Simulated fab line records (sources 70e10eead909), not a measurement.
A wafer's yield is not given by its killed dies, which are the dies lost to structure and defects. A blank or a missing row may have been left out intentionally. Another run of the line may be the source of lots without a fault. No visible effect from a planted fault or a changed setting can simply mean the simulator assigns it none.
Code-filled problem report in 8D (eight disciplines) form ; flow nand_harc ; the parts of the form that need people (team, actions taken, sign-off) are left out

1. PROBLEM STATEMENT
On 2 wafers of 1 lot, killed_at_array at NHARC_END_SORT_01 has a mean of 674; fault-free wafers read 63, standard deviation 27. That puts it +23 standard deviations away from the usual mean.
First observed at day 27 02:20: wafer L795.5, on prober-01. The record holds 2 wafers of 1 lot with a number at this step. The rule behind "out" and "out of limits": a value lying over 4 standard deviations away from the usual mean. The other wafers with a number count as sound.

2. WHAT IT IS; WHAT IT IS NOT
question;is;is not
which readings at this step;killed_at_array, killed_dies;killed_at_other, killed_at_periphery, killed_open
which lots;L795;-
which wafers of those lots;all that have a number;-
read on which gauges;prober-01;-
when;from day 27 02:20;up to then (0 sound wafers)

3. WHAT RULES OUT EACH SUSPECT
Counting: a tool at a process step up to the reading stays a suspect if it ran every lot that is out and no sound lot after the first of them.
- the gauge at NHARC_END_SORT_01: kept. All the wafers that are out were read on prober-01, and no step on other tools shows them out.
- lpcvd-01 at NHARC_A_STAIRCASE_CVD_552 (deposits SiNx, target thk 40 nm): kept. It ran the lot that is out, L795 (day 20 00:59), and no sound lot after that.
Remaining after the count are lpcvd-01 at NHARC_A_STAIRCASE_CVD_552 and prober-01 at NHARC_END_SORT_01.

4. THE CAUSE (what the simulator had put in)
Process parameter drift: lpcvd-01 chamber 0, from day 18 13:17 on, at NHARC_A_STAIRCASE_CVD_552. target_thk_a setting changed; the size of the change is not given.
Of the 2 suspects that counting leaves, this tool is one.

5. SEQUENCE OF EFFECTS, ordered by route
Each row: a reading where the mean over the struck wafers with a number is more than 3 standard deviations away from the usual. Only readings for which the record gives a usual standard deviation are gone through. hours: the time from each lot's start at the first step in this table that gives one to its start at this step, as a median over the lots. sigmas: the change in usual standard deviations.
hours;step;reading;usual;on struck wafers;change;sigmas
0;NHARC_END_SORT_01;killed_at_array;63;674;+610;+23
0;NHARC_END_SORT_01;killed_dies;67;677;+610;+22

6. HOW IT WOULD HAVE BEEN CAUGHT EARLIER
Counted from the fault's start at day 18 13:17, it took 205 hours until the first out-of-limits reading at a measuring or inspecting step in this record, taken at day 27 02:20.
Tool readings at NHARC_A_STAIRCASE_CVD_552 with a usual standard deviation given in the record: none out on any struck wafer, hence no alarm at a limit of 4 standard deviations on them.
All the lots that are out (1) had begun NHARC_A_STAIRCASE_CVD_552 on lpcvd-01 by day 27 02:20. A hold on the tool at that time would have spared none of them.
